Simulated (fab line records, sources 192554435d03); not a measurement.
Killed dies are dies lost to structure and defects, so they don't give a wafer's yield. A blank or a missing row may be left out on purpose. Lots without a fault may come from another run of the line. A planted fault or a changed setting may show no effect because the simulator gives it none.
fab line records | flow n5_finfet
record lots=6 wafers=18 last_day=18
route steps=1938 shown BEOL_M15@1808 PASSIVATION@1936
lots that met no fault: from a run of the same line without faults
start_h: hours from the record's first day to the start of the lot's first wafer shown | wait_h: hours since the lot's step before | " the same as in the row above | L1.1+2: a row that stands for several wafers | - no value, or no start given | * or withheld: withheld | < > ~ a bound
route shown NAME@n: a module of which the file shows steps, and the number in the route of the first | usual: mean/standard deviation of fault-free wafers | same: alike in all rows | chamber/n: place in a boat | sites: the reading at each site | _std_site: their standard deviation | _edge_site: outer sites' mean less inner sites' | radius_mm: how far each site lies from the wafer's centre | mask NAME#n: copy n | behind: the tool/chamber that last shaped the wafer | hold: why the lot was held/for how many hours/how that ended | device: the transistor (n, p or np) that didn't switch | end of line: the same wafers' tests at the end of the route | a step without rows: its recipe alone | killed: dies lost to structure and defects at the first sort, not the wafer's yield | map: a wafer's dies, x killed, . not, _ none there
set.NAME: the setting as run; set.NAME@STEP: as run at that earlier step | model.NAME: the simulator's own value behind a step, which no gauge read
lots at some steps of the route; a table a step, a row a wafer
services: from which hour (start_h, from the record's first day; less than 0 if before it) a tool's chamber was out of use, for how many hours, and why
## steps
# step N5_BEOL_M15_ETCH_61
# recipe chemistry=N2/H2 target=BARC target_depth_a=890 overetch_a=267 time_s=67.9 ion_energy_ev=200 pressure_mtorr=30 source_w=840 bias_w=150 n2_flow_sccm=200 h2_flow_sccm=200
# usual drypump_motor_current_A=5.6/0.44 h2_flow_sccm=200.0/0.64 oes_product_au=0.66/0.072 rf_vpp_V=524.3/2.1 showerhead_plenum_p_Torr=2.55/0.07 throttle_valve_pct=17.94/0.25
# columns lot.wafer tool chamber start_h wait_h drypump_motor_current_A h2_flow_sccm oes_product_au rf_hours_counter_h rf_vpp_V showerhead_plenum_p_Torr throttle_valve_pct
L565.2 rie_diel-04 1 266.51 0.0 5.5 199.6 0.66 137 524.8 2.54 18.18
L565.3 " 0 " " 6.2 199.8 0.62 213 524.3 2.53 18.12
L565.4 " 1 " " 5.5 199.7 0.66 - 525.2 2.54 18.18
L569.1 rie_diel-05 2 290.11 0.0 5.2 200.2 0.61 211 524.3 2.51 17.84
L569.3 " 0 " " 5.8 199.4 0.60 222 527.5 2.61 17.98
L569.4 " 1 " " 5.6 200.9 0.60 215 523.7 2.53 18.08
L577.1 rie_diel-05 1 340.35 0.0 5.6 200.3 0.59 231 523.7 2.52 18.12
L577.4 " 3 " " 5.9 200.0 0.61 211 523.5 2.52 18.24
L577.6 " 3 " " 5.8 201.0 0.62 - 522.8 2.52 18.23
L582.4 rie_diel-03 0 376.59 0.0 5.5 200.5 0.68 116 519.7 2.45 17.97
L582.5 " 2 " " 5.1 199.2 0.74 - 526.0 2.57 17.48
L582.6 " 3 " " 5.6 199.0 0.61 - 525.9 2.62 18.18
L585.1 rie_diel-03 2 378.39 0.0 5.1 200.6 0.75 47 525.8 2.57 17.47
L585.5 " 1 " " 5.1 199.8 0.61 - 523.9 2.50 17.95
L585.6 " 0 " " 5.5 199.2 0.68 - 521.6 2.45 17.98
L587.2 rie_diel-04 1 421.39 0.0 5.5 200.5 0.62 194 523.6 2.51 18.26
L587.3 " 3 " " 5.0 199.6 0.73 49 522.1 2.46 17.59
L587.4 " 2 " " 6.5 200.5 0.73 57 528.7 2.70 17.69
# step N5_BEOL_M15_TRENCH_ETCH_34
# recipe chemistry=C4F8/O2/Ar target=SiO2 target_depth_a=8729.3 he_inner_torr=15 he_outer_torr=30 time_s=199 ion_energy_ev=800 pressure_mtorr=20 source_w=1905 bias_w=2040 Ar_flow_sccm=400 C4F8_flow_sccm=16 O2_flow_sccm=12
# step N5_BEOL_M15_STRIP_36
# recipe chemistry=O2 power_w=600 temp_c=60 pressure_mtorr=30 rf_frequency_hz=6e+07 bias_power_w=0 overash_fraction=0.3 o2_flow_sccm=225
# usual drypump_motor_current_A=5.5/0.42 oes_product_au=0.77/0.086 rf_vpp_V=3.7/0.96 showerhead_plenum_p_Torr=2.11/0.053 throttle_valve_pct=16.78/0.28
# columns lot.wafer tool chamber start_h wait_h drypump_motor_current_A oes_product_au rf_hours_counter_h rf_vpp_V showerhead_plenum_p_Torr throttle_valve_pct
L565.2 rie_diel-04 0 269.04 2.3 6.1 0.72 214 4.3 2.08 16.80
L565.3 " 3 " " 5.0 0.97 6 2.1 2.07 16.56
L565.4 " 3 " " 5.0 0.96 - 4.2 2.07 16.53
L569.1 rie_diel-04 0 294.54 4.2 6.2 0.70 224 3.9 2.07 16.77
L569.3 " 1 " " 5.5 0.75 147 3.6 2.10 17.04
L569.4 " 1 " " 5.5 0.75 - 5.6 2.10 17.05
L577.1 rie_diel-03 1 342.72 2.1 5.1 0.72 200 2.7 2.10 16.94
L577.4 " 2 " " 5.1 0.91 35 4.3 2.13 16.30
L577.6 " 3 " " 5.6 0.73 - 4.6 2.17 17.10
L582.4 rie_diel-03 2 378.60 1.8 5.1 0.87 47 1.5 2.13 16.33
L582.5 " 3 " " 5.6 0.72 - 5.8 2.17 17.13
L582.6 " 0 " " 5.5 0.80 - 4.0 2.03 16.78
L585.1 rie_diel-03 2 378.96 0.3 5.1 0.88 47 3.7 2.13 16.31
L585.5 " 3 " " 5.6 0.71 - 2.9 2.17 17.18
L585.6 " 0 " " 5.5 0.79 - 5.4 2.03 16.75
L587.2 rie_diel-03 3 422.43 0.8 5.6 0.71 235 2.8 2.16 17.18
L587.3 " 0 " " 5.5 0.78 133 4.0 2.02 16.79
L587.4 " 2 " " 5.1 0.86 63 2.6 2.12 16.34
# step N5_BEOL_M15_STRIP_62
# recipe chemistry=O2 power_w=600 temp_c=60 pressure_mtorr=30 rf_frequency_hz=6e+07 bias_power_w=0 overash_fraction=0.3 o2_flow_sccm=225
# step N5_BEOL_M15_STRIP_37
# recipe chemistry=O2 power_w=600 temp_c=60 pressure_mtorr=30 rf_frequency_hz=6e+07 bias_power_w=0 overash_fraction=0.3 o2_flow_sccm=225
# usual drypump_motor_current_A=5.5/0.41 oes_product_au=0.77/0.086 rf_vpp_V=3.7/0.64 showerhead_plenum_p_Torr=2.11/0.053 throttle_valve_pct=16.78/0.28
# columns lot.wafer tool chamber start_h wait_h drypump_motor_current_A oes_product_au rf_hours_counter_h rf_vpp_V showerhead_plenum_p_Torr throttle_valve_pct
L565.2 rie_diel-04 0 - - 6.2 0.71 214 3.4 2.08 16.80
L565.3 " 3 " " 5.0 0.96 6 3.4 2.07 16.54
L565.4 " 3 " " 5.0 0.95 - 4.1 2.07 16.56
L569.1 rie_diel-04 0 - - 6.2 0.70 224 3.5 2.08 16.82
L569.3 " 1 " " 5.5 0.75 147 4.2 2.10 17.03
L569.4 " 1 " " 5.5 0.75 - 4.3 2.10 17.04
L577.1 rie_diel-03 1 - - 5.1 0.73 200 2.7 2.10 16.90
L577.4 " 2 " " 5.1 0.91 36 3.7 2.13 16.32
L577.6 " 3 " " 5.6 0.72 - 2.9 2.17 17.12
L582.4 rie_diel-03 2 - - 5.1 0.88 47 3.3 2.13 16.32
L582.5 " 3 " " 5.6 0.70 - 4.0 2.17 17.17
L582.6 " 0 " " 5.5 0.80 - 4.5 2.03 16.75
L585.1 rie_diel-03 2 - - 5.1 0.88 47 2.9 2.13 16.33
L585.5 " 3 " " 5.6 0.70 - 3.7 2.17 17.17
L585.6 " 0 " " 5.5 0.79 - 3.7 2.03 16.74
L587.2 rie_diel-03 3 - - 5.6 0.70 235 3.6 2.16 17.18
L587.3 " 0 " " 5.5 0.78 133 4.1 2.02 16.77
L587.4 " 2 " " 5.1 0.85 63 2.8 2.12 16.39
# step N5_BEOL_M15_ETCH_38
# recipe chemistry=CF4/N2 target=SiCN target_depth_a=1064 taper_deg=2 time_s=120.5 ion_energy_ev=150 mask_material=SiO2 pressure_mtorr=40 source_w=430 bias_w=70 Ar_flow_sccm=100 cf4_flow_sccm=60 n2_flow_sccm=60
# usual cf4_flow_sccm=60.02/0.19 drypump_motor_current_A=5.5/0.42 oes_product_au=0.77/0.084 rf_vpp_V=382.4/1.5 showerhead_plenum_p_Torr=2.21/0.055 throttle_valve_pct=15.50/0.26
# columns lot.wafer tool chamber start_h wait_h cf4_flow_sccm drypump_motor_current_A oes_product_au rf_hours_counter_h rf_vpp_V showerhead_plenum_p_Torr throttle_valve_pct
L565.2 rie_diel-04 0 - - 59.80 6.2 0.72 214 380.6 2.20 15.59
L565.3 " 3 " " 59.91 5.0 0.95 6 382.6 2.17 15.21
L565.4 " 3 " " 59.91 5.0 0.95 - 379.8 2.17 15.19
L569.1 rie_diel-04 0 - - 60.05 6.2 0.72 224 381.0 2.19 15.60
L569.3 " 1 " " 60.31 5.5 0.74 147 381.7 2.20 15.78
L569.4 " 1 " " 60.19 5.5 0.74 - 381.2 2.20 15.76
L577.1 rie_diel-03 1 - - 60.02 5.1 0.72 200 382.5 2.19 15.58
L577.4 " 2 " " 59.99 5.1 0.89 36 384.6 2.25 15.08
L577.6 " 3 " " 60.17 5.6 0.73 - 382.9 2.28 15.88
L582.4 rie_diel-03 2 - - 60.14 5.1 0.86 47 382.2 2.24 15.10
L582.5 " 3 " " 59.97 5.6 0.71 - 383.5 2.27 15.92
L582.6 " 0 " " 60.16 5.4 0.78 - 380.3 2.13 15.47
L585.1 rie_diel-03 2 - - 60.16 5.1 0.86 47 383.4 2.24 15.10
L585.5 " 3 " " 60.28 5.6 0.72 - 383.6 2.27 15.91
L585.6 " 0 " " 59.98 5.5 0.79 - 380.8 2.13 15.47
L587.2 rie_diel-03 3 - - 60.06 5.6 0.70 235 382.9 2.27 15.93
L587.3 " 0 " " 59.96 5.5 0.77 133 381.6 2.12 15.49
L587.4 " 2 " " 60.08 5.1 0.85 63 382.6 2.24 15.14
# step N5_BEOL_M15_PRECLEAN_39
# recipe chemistry=residue_remover time_s=60 temp_c=40
# step N5_BEOL_M15_SRD_40
# recipe time_s=30 temp_c=23 rinse_liquid=diw dry=n2_spin spin_rpm=1500 dry_time_s=30
# step N5_BEOL_M15_DEGAS_41
# recipe ambient=vacuum temp_c=300 time_s=60
# step N5_BEOL_M15_PRE_CLEAN_42
# recipe gas=H2/He time_s=30 temp_c=300
# step N5_BEOL_M15_SPUTTER_43
# recipe material=TaN target_thk_a=150 temp_c=50 bias_v=168.6 power_w=15000 chamber_pressure_pa=0.12 time_s=24.19
# step N5_BEOL_M15_SPUTTER_44
# recipe material=Ta target_thk_a=150 temp_c=50 bias_v=80 power_w=15000 chamber_pressure_pa=0.07 time_s=24.19
# usual bias_v=79.9/0.82 cathode_dc_power_W=15000/2.7 throttle_valve_pct=30.1/1
# columns lot.wafer tool chamber start_h wait_h bias_v cathode_dc_power_W throttle_valve_pct model.Ta_of_BEOL_M15_SPUTTER_44.thk_nm
L565.2 pvd_sputter-02 - 269.63 0.0 79.2 14999 29.4 14.8
L565.3 " - " " 81.4 14998 28.8 14.8
L565.4 " - " " 79.9 14999 29.1 15
L569.1 pvd_sputter-01 - 295.20 0.0 80.4 15001 29.8 14.6
L569.3 " - " " 79.6 15000 31.0 14.6
L569.4 " - " " 80.2 14994 31.0 14.6
L577.1 pvd_sputter-03 - 343.56 0.0 79.4 15002 29.2 15.4
L577.4 " - " " 79.2 15001 29.9 15
L577.6 " - " " 79.7 14995 29.5 15.4
L582.4 pvd_sputter-02 - 379.36 0.0 81.2 15000 29.6 26
L582.5 " - " " 80.5 14999 29.4 14.6
L582.6 " - " " 79.5 15003 29.3 26
L585.1 pvd_sputter-02 - 379.68 0.0 79.3 14998 28.8 14.8
L585.5 " - " " 77.5 15000 29.0 15
L585.6 " - " " 80.4 15001 29.8 26.2
L587.2 pvd_sputter-03 - 423.38 0.0 79.6 15000 32.1 15
L587.3 " - " " 77.7 15004 29.3 14.8
L587.4 " - " " 79.6 15003 30.3 15.2
# step N5_BEOL_M15_SPUTTER_45
# recipe material=Cu target_thk_a=1000 temp_c=-20 bias_v=60 power_w=26000 chamber_pressure_pa=0.13 time_s=16.67
# step N5_BEOL_M15_ECD_47
# recipe material=Cu target_thk_a=18600
# step N5_BEOL_M15_ANNEAL_48
# recipe temp_c=225 time_s=90 ambient=N2
# usual wafer_temp_C_max=226.2/0.71
# columns lot.wafer tool chamber start_h wait_h wafer_temp_C_max
L565.2 rtp_anneal-02 0 270.25 0.4 225.5
L565.3 " 0 " " 225.7
L565.4 " 0 " " 225.3
L569.1 rtp_anneal-02 0 295.64 0.2 225.6
L569.3 " 0 " " 225.4
L569.4 " 0 " " 225.5
L577.1 rtp_anneal-01 0 344.00 0.2 226.4
L577.4 " 0 " " 227.1
L577.6 " 0 " " 227.4
L582.4 rtp_anneal-01 0 381.00 1.3 227.3
L582.5 " 0 " " 226.5
L582.6 " 0 " " 226.6
L585.1 rtp_anneal-01 0 381.14 1.2 226.5
L585.5 " 0 " " 226.7
L585.6 " 0 " " 227.2
L587.2 rtp_anneal-01 0 423.88 0.2 226.4
L587.3 " 0 " " 227.3
L587.4 " 0 " " 226.6
# step N5_BEOL_M15_CMP_49
# recipe stop_on=SiO2 t_overpolish_s=4.9 down_force_psi=2 platen_rpm=80 clearing_platen_down_force_psi=2 clearing_platen_rpm=80 post_cmp_clean=cu_alkaline target_thk_nm=850 clearing_platen_pad_velocity_m_s=1.5917 pad_velocity_m_s=1.5917
# usual barrier_field_endpoint_s=11.47/0.25 motor_current_A=7.9/0.77 platen_rpm=80.00/0.051
# columns lot.wafer tool chamber start_h wait_h barrier_field_endpoint_s motor_current_A platen_rpm
L565.2 cmp-01 3 270.50 0.2 11.54 8.3 80.05
L565.4 " 0 " " 11.14 8.6 80.06
L565.3 " 1 " " 11.09 7.3 80.01
L569.1 cmp-01 1 295.98 0.3 11.45 6.9 79.98
L569.4 " 2 " " 11.24 8.0 79.87
L569.3 " 3 " " 11.72 8.5 79.98
L577.4 cmp-03 3 344.30 0.1 11.58 7.9 79.98
L577.1 " 2 " " 11.72 8.8 80.00
L577.6 " 0 " " 11.55 7.1 80.09
L582.4 cmp-04 3 381.24 0.2 15.13 9.1 79.95
L582.5 " 1 " " 11.35 6.7 79.98
L582.6 " 2 " " 15.49 7.4 79.96
L585.1 cmp-04 0 381.51 0.3 11.36 8.5 80.02
L585.6 " 2 " " 15.63 7.2 79.99
L585.5 " 3 " " 11.19 9.1 80.02
L587.2 cmp-03 0 424.13 0.2 11.74 6.9 80.02
L587.4 " 2 " " 11.61 8.8 79.97
L587.3 " 3 " " 11.53 7.9 80.00
# step N5_BEOL_M15_THK_MEAS_50
# recipe thk_meas_gauge=xrf reads=Cu_of_BEOL_M15_ECD_47
# usual M15_THK=848/19
# columns lot.wafer tool chamber start_h wait_h M15_THK[nm]
L565.2 film_metro-01 - 270.80 - 843
L565.3 " - " " 865
L565.4 " - " " 828
L569.1 film_metro-01 - 296.23 - 838
L569.3 " - " " 850
L569.4 " - " " 801
L577.1 film_metro-02 - 344.60 - 811
L577.4 " - " " 848
L577.6 " - " " 838
L582.4 film_metro-01 - 381.46 - 837
L582.5 " - " " 871
L582.6 " - " " 862
L585.1 film_metro-01 - 381.73 - 851
L585.5 " - " " 831
L585.6 " - " " 826
L587.2 film_metro-02 - 424.43 - 834
L587.3 " - " " 859
L587.4 " - " " 857
# step N5_PASSIVATION_PROBE_49
# usual defect_limited_yield=91.4/1.3 killed_at_M0_to_M3=34/10 killed_at_M4_up=14/5.6 killed_at_contacts=13/5.9 killed_at_front_end=37/9.9 killed_at_other=3.5/2.8 killed_dies=101/15 killed_on_rim=13/3.9 killed_open=67/12 killed_short=32/6.6 sort_bin_5_function=5.0/0.81 sort_bin_6_memory=3.2/0.66 sort_n_pass=1079/15 sort_yield_pct=91.4/1.3
# same gross_dies=1180 killed_at_back_side=0 sort_bin_4_leakage[%]=0 sort_bin_8_speed[%]=0
# columns lot.wafer tool chamber start_h wait_h defect_limited_yield[%] killed_at_M0_to_M3 killed_at_M4_up killed_at_contacts killed_at_front_end killed_at_other killed_dies killed_on_rim killed_open killed_short sort_bin_5_function[%] sort_bin_6_memory[%] sort_n_pass sort_yield_pct[%]
L569.1 prober-01 - 311.67 0.0 90.9 51 19 11 24 2 107 14 79 27 5.7 3.1 1073 90.9
L569.3 prober-01 - 311.77 0.1 93.4 38 9 3 21 7 78 6 54 24 3.6 2.8 1102 93.4
L569.4 prober-01 - 311.82 0.2 91.4 57 14 10 20 0 101 13 72 28 5.3 3.1 1079 91.4
L577.1 prober-02 - 359.18 0.0 91.9 28 10 15 39 4 96 8 61 35 4.7 3.1 1084 91.9
L577.4 prober-02 - 359.33 0.2 92.4 29 6 16 38 1 90 9 64 25 4.3 3.1 1090 92.4
L577.6 prober-02 - 359.43 0.3 92.5 30 8 16 32 2 88 6 57 31 4.6 2.7 1092 92.5
L582.4 prober-01 - 396.00 0.2 92.5 29 8 15 32 5 89 16 49 38 4.5 2.5 1091 92.5
L582.5 prober-01 - 396.05 0.2 91.5 34 8 12 38 8 100 10 58 39 5.1 3.0 1080 91.5
L582.6 prober-01 - 396.10 0.3 92.8 29 7 3 38 8 85 13 61 24 3.9 2.9 1095 92.8
L585.1 prober-01 - 397.27 0.0 88.7 54 14 16 42 7 133 14 101 32 6.0 4.7 1047 88.7
L585.5 prober-01 - 397.47 0.2 91.3 32 10 13 46 2 103 12 66 37 4.8 3.6 1077 91.3
L585.6 prober-01 - 397.52 0.3 92.1 41 16 14 19 3 93 13 67 25 4.8 2.8 1087 92.1
L587.2 prober-02 - 438.91 0.1 90.8 47 16 9 35 1 108 15 68 40 5.2 3.6 1072 90.8
L587.3 prober-02 - 438.96 0.1 91.1 41 14 11 37 2 105 12 70 35 5.5 2.8 1075 91.1
L587.4 prober-02 - 439.01 0.2 91.0 38 10 5 49 4 106 12 65 40 5.0 3.3 1074 91.0
# killed by level:class
L569.1 BEOL_M3:geometric_particle:open=22 BEOL_M4:geometric_particle:open=10 STI_FIN_REVEAL:geometric_particle:open=9 BEOL_M0_SAQP:geometric_particle:open=8 MOL_CONTACT_COAG:geometric_particle:open=7 BEOL_M1:geometric_particle:open=5 BEOL_M0_SAQP:geometric_particle:short=5 BEOL_M2:geometric_particle:open=5
L569.3 BEOL_M3:geometric_particle:open=15 BEOL_M0_SAQP:geometric_particle:open=10 ILD0:geometric_particle:open=5 BEOL_M4:geometric_particle:open=5 BEOL_M0_SAQP:geometric_particle:short=4 PASS1_DEP:geometric_particle:open=4 FIN_SAQP:geometric_particle:short=3 BEOL_M3:geometric_particle:short=3
L569.4 BEOL_M2:geometric_particle:open=16 BEOL_M0_SAQP:geometric_particle:short=13 BEOL_M3:geometric_particle:open=10 BEOL_M0_SAQP:geometric_particle:open=10 MOL_CONTACT_COAG:geometric_particle:open=9 BEOL_M4:geometric_particle:open=8 FIN_SAQP:geometric_particle:open=5 BEOL_M5:geometric_particle:open=4
L577.1 STI_FIN_REVEAL:geometric_particle:open=20 STI_FIN_REVEAL:geometric_particle:short=9 MOL_CONTACT_COAG:geometric_particle:open=8 MOL_CONTACT_COAG:geometric_particle:short=7 BEOL_M2:geometric_particle:open=6 BEOL_M0_SAQP:geometric_particle:open=5 BEOL_M3:geometric_particle:open=5 BEOL_M3:geometric_particle:short=5
L577.4 MOL_CONTACT_COAG:geometric_particle:open=15 FIN_SAQP:geometric_particle:open=11 BEOL_M0_SAQP:geometric_particle:open=9 BEOL_M0_SAQP:geometric_particle:short=8 STI_FIN_REVEAL:geometric_particle:open=7 BEOL_M1:geometric_particle:open=5 BEOL_M2:geometric_particle:open=5 FIN_SAQP:geometric_particle:short=3
L577.6 MOL_CONTACT_COAG:geometric_particle:open=14 STI_FIN_REVEAL:geometric_particle:open=7 BEOL_M0_SAQP:geometric_particle:open=7 BEOL_M3:geometric_particle:open=7 FIN_SAQP:geometric_particle:short=6 BEOL_M0_SAQP:geometric_particle:short=4 BEOL_M2:geometric_particle:open=4 STI_FIN_REVEAL:geometric_particle:short=3
L582.4 MOL_CONTACT_COAG:geometric_particle:open=12 FIN_SAQP:geometric_particle:short=8 BEOL_M0_SAQP:geometric_particle:short=8 BEOL_M0_SAQP:geometric_particle:open=8 FIN_SAQP:geometric_particle:open=6 BEOL_M1:geometric_particle:open=6 BEOL_M4:geometric_particle:open=5 DUMMY_GATE:geometric_particle:open=3
L582.5 BEOL_M2:geometric_particle:open=11 MOL_CONTACT_COAG:geometric_particle:open=9 FIN_SAQP:geometric_particle:short=8 FIN_SAQP:geometric_particle:open=8 GATE_CUT:geometric_particle:short=7 BEOL_M0_SAQP:geometric_particle:short=6 BEOL_M2:geometric_particle:short=5 GATE_CUT:geometric_particle:open=4
L582.6 DUMMY_GATE:geometric_particle:open=12 BEOL_M2:geometric_particle:open=12 FIN_SAQP:geometric_particle:open=6 GATE_CUT:geometric_particle:open=6 BEOL_M0_SAQP:geometric_particle:short=6 STARTING-WAFER:geometric_particle:short=5 BEOL_M0_SAQP:geometric_particle:open=4 BEOL_M1:geometric_particle:open=4
L585.1 MOL_CONTACT_COAG:geometric_particle:open=14 BEOL_M0_SAQP:geometric_particle:short=14 BEOL_M0_SAQP:geometric_particle:open=13 BEOL_M2:geometric_particle:open=13 DUMMY_GATE:geometric_particle:open=10 BEOL_M4:geometric_particle:open=10 STI_FIN_REVEAL:geometric_particle:open=9 BEOL_M3:geometric_particle:open=9
L585.5 STI_FIN_REVEAL:geometric_particle:open=11 MOL_CONTACT_COAG:geometric_particle:open=10 BEOL_M0_SAQP:geometric_particle:short=8 BEOL_M0_SAQP:geometric_particle:open=7 FIN_SAQP:geometric_particle:open=6 GATE_CUT:geometric_particle:short=6 BEOL_M4:geometric_particle:open=6 BEOL_M2:geometric_particle:open=6
L585.6 MOL_CONTACT_COAG:geometric_particle:open=12 BEOL_M3:geometric_particle:open=12 BEOL_M0_SAQP:geometric_particle:open=11 BEOL_M0_SAQP:geometric_particle:short=8 BEOL_M4:geometric_particle:open=5 STARTING-WAFER:geometric_particle:open=5 FIN_SAQP:geometric_particle:open=3 GATE_CUT:geometric_particle:short=3
L587.2 BEOL_M0_SAQP:geometric_particle:open=21 BEOL_M0_SAQP:geometric_particle:short=15 FIN_SAQP:geometric_particle:short=8 STI_FIN_REVEAL:geometric_particle:open=7 FIN_SAQP:geometric_particle:open=6 MOL_CONTACT_COAG:geometric_particle:open=6 BEOL_M3:geometric_particle:open=4 BEOL_M2:geometric_particle:open=4
L587.3 BEOL_M0_SAQP:geometric_particle:open=16 BEOL_M0_SAQP:geometric_particle:short=13 MOL_CONTACT_COAG:geometric_particle:open=11 GATE_CUT:geometric_particle:short=8 STI_FIN_REVEAL:geometric_particle:open=7 FIN_SAQP:geometric_particle:open=6 BEOL_M2:geometric_particle:open=6 BEOL_M5:geometric_particle:open=6
L587.4 BEOL_M0_SAQP:geometric_particle:short=14 BEOL_M0_SAQP:geometric_particle:open=9 DUMMY_GATE:geometric_particle:open=8 STI_FIN_REVEAL:geometric_particle:open=7 STARTING-WAFER:geometric_particle:short=6 BEOL_M3:geometric_particle:open=6 FIN_SAQP:geometric_particle:open=5 SPACER0:geometric_particle:open=4
## services
# columns tool chamber start_h hours kind
rie_diel-04 2 254.91 - clean
rie_diel-04 2 254.91 - consumable_replace:focus_ring
rie_diel-04 2 254.91 - consumable_replace:showerhead
rie_diel-04 2 254.91 16.8 scheduled_down
rie_diel-04 2 254.91 16.8 vent_cycle
rie_diel-04 3 285.00 27.2 repair
rtp_anneal-02 - 287.30 3.2 pm
cmp-01 - 291.99 1.7 repair
cmp-03 - 311.97 4.0 pm
rie_diel-04 0 322.48 6.7 repair
cmp-03 - 324.02 4.8 pm
cmp-01 - 340.13 7.8 pm
cmp-04 - 346.63 0.8 repair
rie_diel-04 - 351.21 1.5 repair
rie_diel-05 1 366.16 8.4 repair
cmp-01 - 372.76 4.5 pm
rie_diel-05 - 374.16 14.6 pm
rtp_anneal-01 - 374.98 5.1 pm
cmp-01 - 377.37 10.4 pm
rie_diel-04 3 378.16 8.3 repair
cmp-03 - 381.02 1.8 repair
rie_diel-05 0 389.04 11.5 repair
rie_diel-04 0 395.62 - clean
rie_diel-03 1 396.85 17.9 repair
## key
first_sign step=N5_BEOL_M15_CMP_49 reading=barrier_field_endpoint_s direction=up sigmas=16 usual=11.47 struck=15.42
effect none on later readings
model_effect step=N5_BEOL_M15_SPUTTER_44 value=Ta_of_BEOL_M15_SPUTTER_44.thk_nm without=14.67 struck=26.07
met_at N5_BEOL_M15_SPUTTER_44
struck_wafers L582.4,L582.6,L585.6
onset_between 269.63 379.36
fault kind=process_parameter_drift tool=pvd_sputter-02 chamber=- onset_h=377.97 steps=N5_BEOL_M15_SPUTTER_44 channel=time_s offset=* shape=step end_h=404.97 scope=struck_wafers_only acts_in=* stated=*
